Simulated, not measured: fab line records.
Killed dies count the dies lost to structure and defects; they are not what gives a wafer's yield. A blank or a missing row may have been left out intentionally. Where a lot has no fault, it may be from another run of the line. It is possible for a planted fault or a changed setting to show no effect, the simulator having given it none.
The tool behind it: which one? ; flow nand_harc ; 72 wafers from 24 lots sampled at 6 of the route's 1302 steps

== WHAT THE GAUGES READ, wafer by wafer ==
The record holds no reading of a measuring or inspecting step that can be judged against a usual standard deviation.

== WHAT TOOL EACH LOT RAN ON (gives the tool, then ch and the chambers of the sampled wafers, and finally the start) ==
lot;NHARC_A_CHANNEL_FILL_D2_STRIP_28;NHARC_A_CHANNEL_FILL_D2_CMP_10;NHARC_A_STAIRCASE_ETCH_17;NHARC_A_STAIRCASE_TRIM_193;NHARC_A_STAIRCASE_ETCH_203;NHARC_A_STAIRCASE_ETCH_225
L074;rie_diel-06 ch 0,2, day 14 17:10;cmp-02 ch 1,2, day 15 15:47;rie_diel-02 ch 0,1, no start;rie_diel-07 ch 0,2,3, no start;rie_diel-07 ch 0,3, no start;rie_diel-02 ch 1,2,3, no start
L075;rie_diel-10 ch 0,1,2, day 14 17:11;cmp-04 ch 0,1,3, day 15 19:39;rie_diel-02 ch 0,1,2, no start;rie_diel-02 ch 0,1,2, no start;rie_diel-02 ch 0,1,2, no start;rie_diel-04 ch 0,1,2, no start
L076;rie_diel-09 ch 1,2,3, day 15 06:39;cmp-03 ch 0,1, day 16 08:57;rie_diel-02 ch 1,3, no start;rie_diel-04 ch 0,2, no start;rie_diel-04 ch 0,1,3, no start;rie_diel-07 ch 0,2, no start
L077;rie_diel-06 ch 1,3, day 15 18:04;cmp-04 ch 0,2,3, day 16 17:15;rie_diel-02 ch 3, no start;rie_diel-04 ch 2,3, no start;rie_diel-02 ch 2,3, no start;rie_diel-04 ch 0,2,3, no start
L078;rie_diel-06 ch 1,2,3, day 16 10:53;cmp-04 ch 0,1,3, day 17 09:59;rie_diel-04 ch 0,1,3, no start;rie_diel-04 ch 0,1,2, no start;rie_diel-07 ch 1,3, no start;rie_diel-07 ch 0,1,3, no start
L079;rie_diel-06 ch 0,3, day 16 15:07;cmp-02 ch 0,1,2, day 17 14:39;rie_diel-07 ch 0,1,3, no start;rie_diel-02 ch 0,1, no start;rie_diel-02 ch 1,3, no start;rie_diel-02 ch 1,2, no start
L080;rie_diel-06 ch 0,1,3, day 17 07:03;cmp-04 ch 1,3, day 18 06:16;rie_diel-04 ch 1,2,3, no start;rie_diel-04 ch 2,3, no start;rie_diel-07 ch 1,3, no start;rie_diel-04 ch 0,2,3, no start
L081;rie_diel-10 ch 0,1,2, day 18 11:01;cmp-04 ch 2,3, day 19 14:53;rie_diel-02 ch 2,3, no start;rie_diel-02 ch 0,3, no start;rie_diel-04 ch 0,1,3, no start;rie_diel-07 ch 0,2,3, no start
L082;rie_diel-06 ch 0,1, day 18 19:18;cmp-04 ch 0,1,2, day 19 19:59;rie_diel-02 ch 1,2,3, no start;rie_diel-02 ch 0,2,3, no start;rie_diel-07 ch 0,1,2, no start;rie_diel-02 ch 1,2,3, no start
L084;rie_diel-10 ch 2,3, day 18 23:04;cmp-03 ch 0,1,2, day 19 23:34;rie_diel-07 ch 0,3, no start;rie_diel-02 ch 0,1,2, no start;rie_diel-04 ch 0,1,2, no start;rie_diel-02 ch 1,2,3, no start
L083;rie_diel-06 ch 0,2, day 18 23:05;cmp-02 ch 1,2,3, day 19 23:35;rie_diel-02 ch 1,2,3, no start;rie_diel-07 ch 2,3, no start;rie_diel-07 ch 0,2, no start;rie_diel-04 ch 1,2, no start
L086;rie_diel-10 ch 1,3, day 19 22:43;cmp-02 ch 0,3, day 20 21:56;rie_diel-04 ch 1,2,3, no start;rie_diel-02 ch 0,3, no start;rie_diel-02 ch 0,2,3, no start;rie_diel-02 ch 1,2,3, no start
L085;rie_diel-06 ch 0,1,3, day 19 22:43;cmp-04 ch 1,3, day 20 21:58;rie_diel-02 ch 0,2,3, no start;rie_diel-04 ch 2,3, no start;rie_diel-07 ch 0,1,3, no start;rie_diel-02 ch 0,1, no start
L087;rie_diel-10 ch 0,1,2, day 20 11:06;cmp-02 ch 0,2, day 21 09:50;rie_diel-02 ch 1,2,3, no start;rie_diel-02 ch 1,2,3, no start;rie_diel-02 ch 1,2,3, no start;rie_diel-07 ch 0,2,3, no start
L088;rie_diel-06 ch 1,2, day 20 17:31;cmp-04 ch 0,2,3, day 21 16:33;rie_diel-02 ch 0,3, no start;rie_diel-04 ch 1,2, no start;rie_diel-07 ch 1,3, no start;rie_diel-02 ch 0,2, no start
L089;rie_diel-10 ch 0,2,3, day 20 17:31;cmp-02 ch 1,2,3, day 21 16:33;rie_diel-04 ch 1,2,3, no start;rie_diel-07 ch 0,1,2, no start;rie_diel-07 ch 0,2,3, no start;rie_diel-02 ch 0,1,3, no start
L090;rie_diel-06 ch 1,2,3, day 21 14:37;cmp-04 ch 1,2,3, day 22 13:55;rie_diel-04 ch 1,2,3, no start;rie_diel-02 ch 0,1,2, no start;rie_diel-07 ch 0,2,3, no start;rie_diel-07 ch 1,2,3, no start
L091;rie_diel-06 ch 1,3, day 21 21:53;cmp-03 ch 0,2, day 23 00:41;rie_diel-07 ch 0,1,2, no start;rie_diel-02 ch 0,1,2, no start;rie_diel-02 ch 1,3, no start;rie_diel-07 ch 1,2, no start
L092;rie_diel-06 ch 2,3, day 22 04:37;cmp-04 ch 0,1,3, day 23 03:44;rie_diel-07 ch 2,3, no start;rie_diel-07 ch 0,1, no start;rie_diel-02 ch 0,1,3, no start;rie_diel-07 ch 0,1,3, no start
L094;rie_diel-10 ch 0,1,3, day 23 13:38;cmp-03 ch 1,2,3, day 24 12:15;rie_diel-07 ch 0,1,2, no start;rie_diel-04 ch 0,1,3, no start;rie_diel-04 ch 0,1,2, no start;rie_diel-07 ch 0,1,2, no start
L093;rie_diel-06 ch 0,2,3, day 23 13:38;cmp-03 ch 1,2,3, day 24 15:44;rie_diel-04 ch 0,2, no start;rie_diel-04 ch 0,2,3, no start;rie_diel-04 ch 0,3, no start;rie_diel-07 ch 0,3, no start
L095;rie_diel-09 ch 1,2,3, day 23 13:49;cmp-02 ch 0,3, day 24 12:15;rie_diel-04 ch 1,2,3, no start;rie_diel-07 ch 1,3, no start;rie_diel-07 ch 2,3, no start;rie_diel-04 ch 0,1,3, no start
L097;rie_diel-09 ch 0,1,2, day 24 08:04;cmp-03 ch 1,2,3, day 25 09:26;rie_diel-04 ch 2,3, no start;rie_diel-04 ch 0,3, no start;rie_diel-07 ch 0,1,3, no start;rie_diel-02 ch 1,2,3, no start
L096;rie_diel-10 ch 0,1,3, day 24 08:06;cmp-04 ch 0,3, day 25 09:28;rie_diel-07 ch 0,2,3, no start;rie_diel-02 ch 2,3, no start;rie_diel-07 ch 1,2,3, no start;rie_diel-04 ch 0,1,3, no start
- NHARC_A_CHANNEL_FILL_D2_STRIP_28: strips in O2, time 20 s.
- NHARC_A_CHANNEL_FILL_D2_CMP_10: polishes, target thk 150 nm.
- NHARC_A_STAIRCASE_ETCH_17: etches the open film in C4F8/O2, target depth 100 nm, time 40.5 s.
- NHARC_A_STAIRCASE_TRIM_193: chemistry O2, time 211.2 s.
- NHARC_A_STAIRCASE_ETCH_203: etches the open film in C4F8/O2, target depth 100 nm, time 40.5 s.
- NHARC_A_STAIRCASE_ETCH_225: etches the open film in C4F8/O2, target depth 100 nm, time 40.5 s.

== AS READ BY THE TOOLS THEMSELVES (means over the sampled wafers that have a number; for cases with no such wafer, the mark the record gives instead) ==
NHARC_A_CHANNEL_FILL_D2_STRIP_28. Usual: drypump_motor_current_A 6.0 A, standard deviation 0.58; oes_product_au 1.001 a.u., standard deviation 0.0073; rf_vpp_V 57.6 V, standard deviation 0.89; showerhead_plenum_p_Torr 3.46 Torr, standard deviation 0.1; throttle_valve_pct 17.037 %, standard deviation 0.0091.
lot;tool;drypump_motor_current_A (A);oes_product_au (a.u.);rf_vpp_V (V);showerhead_plenum_p_Torr (Torr);throttle_valve_pct (%);flag
L074;rie_diel-06;6.1;1.002;57.0;3.35;17.039;
L075;rie_diel-10;5.8;1.006;58.0;3.45;17.040;
L076;rie_diel-09;6.1;1.003;57.8;3.51;17.031;
L077;rie_diel-06;6.6;1.008;57.5;3.50;17.031;
L078;rie_diel-06;6.6;1.012;57.2;3.46;17.040;
L079;rie_diel-06;6.2;1.000;58.1;3.54;17.045;
L080;rie_diel-06;6.2;0.999;57.5;3.49;17.039;
L081;rie_diel-10;5.8;0.999;57.7;3.45;17.031;
L082;rie_diel-06;5.8;0.999;57.2;3.43;17.031;
L084;rie_diel-10;5.4;1.004;57.4;3.53;17.033;
L083;rie_diel-06;5.8;1.000;57.6;3.39;17.037;
L086;rie_diel-10;5.1;0.996;58.4;3.53;17.043;
L085;rie_diel-06;6.2;1.009;58.5;3.48;17.052;
L087;rie_diel-10;5.8;0.996;57.5;3.45;17.037;
L088;rie_diel-06;6.6;1.002;57.0;3.36;17.034;
L089;rie_diel-10;5.8;1.001;57.7;3.49;17.031;
L090;rie_diel-06;6.6;0.998;58.4;3.45;17.036;
L091;rie_diel-06;6.6;1.005;57.7;3.49;17.038;
L092;rie_diel-06;6.6;1.015;57.4;3.50;17.033;
L094;rie_diel-10;5.4;0.994;57.4;3.52;17.034;
L093;rie_diel-06;6.2;1.003;57.3;3.44;17.032;
L095;rie_diel-09;6.0;1.004;57.4;3.49;17.044;
L097;rie_diel-09;6.0;0.997;57.9;3.38;17.035;
L096;rie_diel-10;5.5;0.987;58.5;3.52;17.036;

NHARC_A_CHANNEL_FILL_D2_CMP_10. Usual: motor_current_A 12.3 A, standard deviation 1.6; time_to_endpoint_s 15.3 s, standard deviation 1.9.
lot;tool;motor_current_A (A);time_to_endpoint_s (s);flag
L074;cmp-02;14.1;15.9;
L075;cmp-04;11.2;16.1;
L076;cmp-03;12.8;16.3;
L077;cmp-04;11.3;14.2;
L078;cmp-04;11.1;19.3;
L079;cmp-02;12.9;14.8;
L080;cmp-04;10.7;14.5;
L081;cmp-04;12.1;15.2;
L082;cmp-04;12.5;15.8;
L084;cmp-03;12.6;16.0;
L083;cmp-02;13.2;15.8;
L086;cmp-02;12.8;14.5;
L085;cmp-04;12.0;15.5;
L087;cmp-02;13.0;15.3;
L088;cmp-04;11.3;14.7;
L089;cmp-02;13.1;17.4;
L090;cmp-04;11.5;15.7;
L091;cmp-03;11.9;16.5;
L092;cmp-04;11.1;15.6;
L094;cmp-03;13.2;15.0;
L093;cmp-03;13.3;14.8;
L095;cmp-02;12.7;14.4;
L097;cmp-03;13.4;12.7;
L096;cmp-04;10.2;13.9;

NHARC_A_STAIRCASE_ETCH_17. Usual: oes_product_au 0.942 a.u., standard deviation 0.012; rf_vpp_V 895 V, standard deviation 5.7.
lot;tool;oes_product_au (a.u.);rf_vpp_V (V);flag
L074;rie_diel-02;0.953;888;
L075;rie_diel-02;0.949;889;
L076;rie_diel-02;0.936;894;
L077;rie_diel-02;0.943;895;
L078;rie_diel-04;0.953;894;
L079;rie_diel-07;0.939;898;
L080;rie_diel-04;0.946;895;
L081;rie_diel-02;0.936;891;
L082;rie_diel-02;0.936;891;
L084;rie_diel-07;0.923;896;
L083;rie_diel-02;0.937;891;
L086;rie_diel-04;0.942;893;
L085;rie_diel-02;0.922;896;
L087;rie_diel-02;0.931;891;
L088;rie_diel-02;0.946;902;
L089;rie_diel-04;0.949;893;
L090;rie_diel-04;0.946;894;
L091;rie_diel-07;0.933;898;
L092;rie_diel-07;0.960;895;
L094;rie_diel-07;0.948;899;
L093;rie_diel-04;0.944;895;
L095;rie_diel-04;0.952;895;
L097;rie_diel-04;0.948;892;
L096;rie_diel-07;0.947;895;

NHARC_A_STAIRCASE_TRIM_193. Usual: drypump_motor_current_A 5.8 A, standard deviation 0.55; oes_product_au 0.996 a.u., standard deviation 0.0082; rf_vpp_V 57.8 V, standard deviation 0.91; showerhead_plenum_p_Torr 3.50 Torr, standard deviation 0.15; throttle_valve_pct 17.036 %, standard deviation 0.0099.
lot;tool;drypump_motor_current_A (A);oes_product_au (a.u.);rf_vpp_V (V);showerhead_plenum_p_Torr (Torr);throttle_valve_pct (%);flag
L074;rie_diel-07;5.9;0.998;57.4;3.52;17.035;
L075;rie_diel-02;5.3;1.000;57.8;3.34;17.028;
L076;rie_diel-04;6.2;0.999;57.6;3.39;17.039;
L077;rie_diel-04;6.2;0.995;56.6;3.43;17.028;
L078;rie_diel-04;6.4;0.996;57.2;3.45;17.039;
L079;rie_diel-02;5.2;1.001;57.4;3.68;17.040;
L080;rie_diel-04;6.2;1.006;57.6;3.43;17.029;
L081;rie_diel-02;5.2;0.994;57.7;3.59;17.034;
L082;rie_diel-02;5.2;0.991;58.0;3.54;17.037;
L084;rie_diel-02;5.3;0.988;58.4;3.51;17.030;
L083;rie_diel-07;6.0;0.992;58.3;3.50;17.037;
L086;rie_diel-02;5.2;0.986;58.3;3.58;17.036;
L085;rie_diel-04;6.1;0.997;57.2;3.42;17.045;
L087;rie_diel-02;5.5;0.992;57.5;3.40;17.036;
L088;rie_diel-04;6.5;0.998;57.3;3.47;17.045;
L089;rie_diel-07;6.2;0.991;57.6;3.61;17.035;
L090;rie_diel-02;5.4;0.984;58.2;3.49;17.037;
L091;rie_diel-02;5.3;0.993;57.9;3.49;17.023;
L092;rie_diel-07;6.1;1.001;57.6;3.62;17.033;
L094;rie_diel-04;6.3;1.003;57.2;3.60;17.040;
L093;rie_diel-04;6.1;1.000;58.6;3.53;17.022;
L095;rie_diel-07;5.4;0.995;58.8;3.51;17.037;
L097;rie_diel-04;6.0;1.005;58.2;3.54;17.033;
L096;rie_diel-02;5.4;1.006;57.4;3.41;17.043;

NHARC_A_STAIRCASE_ETCH_203. Usual: oes_product_au 0.942 a.u., standard deviation 0.0095; rf_vpp_V 896 V, standard deviation 5.6.
lot;tool;oes_product_au (a.u.);rf_vpp_V (V);flag
L074;rie_diel-07;0.946;893;
L075;rie_diel-02;0.955;888;
L076;rie_diel-04;0.937;894;
L077;rie_diel-02;0.943;890;
L078;rie_diel-07;0.937;895;
L079;rie_diel-02;0.934;894;
L080;rie_diel-07;0.936;900;
L081;rie_diel-04;0.953;893;
L082;rie_diel-07;0.938;899;
L084;rie_diel-04;0.945;893;
L083;rie_diel-07;0.935;897;
L086;rie_diel-02;0.924;896;
L085;rie_diel-07;0.945;897;
L087;rie_diel-02;0.934;891;
L088;rie_diel-07;0.937;899;
L089;rie_diel-07;0.943;895;
L090;rie_diel-07;0.943;895;
L091;rie_diel-02;0.940;892;
L092;rie_diel-02;0.938;896;
L094;rie_diel-04;0.943;899;
L093;rie_diel-04;0.943;901;
L095;rie_diel-07;0.934;892;
L097;rie_diel-07;0.952;896;
L096;rie_diel-07;0.949;896;

NHARC_A_STAIRCASE_ETCH_225. Usual: oes_product_au 0.942 a.u., standard deviation 0.0088; rf_vpp_V 895 V, standard deviation 5.6.
lot;tool;oes_product_au (a.u.);rf_vpp_V (V);flag
L074;rie_diel-02;0.954;893;
L075;rie_diel-04;0.955;894;
L076;rie_diel-07;0.942;898;
L077;rie_diel-04;0.936;891;
L078;rie_diel-07;0.942;898;
L079;rie_diel-02;0.937;890;
L080;rie_diel-04;0.937;890;
L081;rie_diel-07;0.933;895;
L082;rie_diel-02;0.934;892;
L084;rie_diel-02;0.942;891;
L083;rie_diel-04;0.944;897;
L086;rie_diel-02;0.943;890;
L085;rie_diel-02;0.943;900;
L087;rie_diel-07;0.944;895;
L088;rie_diel-02;0.939;899;
L089;rie_diel-02;0.941;897;
L090;rie_diel-07;0.946;896;
L091;rie_diel-07;0.947;898;
L092;rie_diel-07;0.950;898;
L094;rie_diel-07;0.944;900;
L093;rie_diel-07;0.935;893;
L095;rie_diel-04;0.940;899;
L097;rie_diel-02;0.942;890;
L096;rie_diel-04;0.953;899;

== THE ANSWER, worked out from the rows above alone ==
Rule: take the mean of a lot's wafers that have a number; if it is more than 3 standard deviations from the usual mean, the lot is off. Also off: a lot with no number at a reading for which 4 or more lots have one. Where the step has rows for the other lots, those lots are counted as sound. After the gauges, taken in route order, come the tools' own readings; for these a lot's mean is taken, as printed above. At the first step where some lot is off, the reading lying furthest off is the one used; lots without a number count as furthest.
No lot is off on any of the readings shown, so nothing can be concluded from this.

== WHAT WAS PUT IN BY THE SIMULATOR ==
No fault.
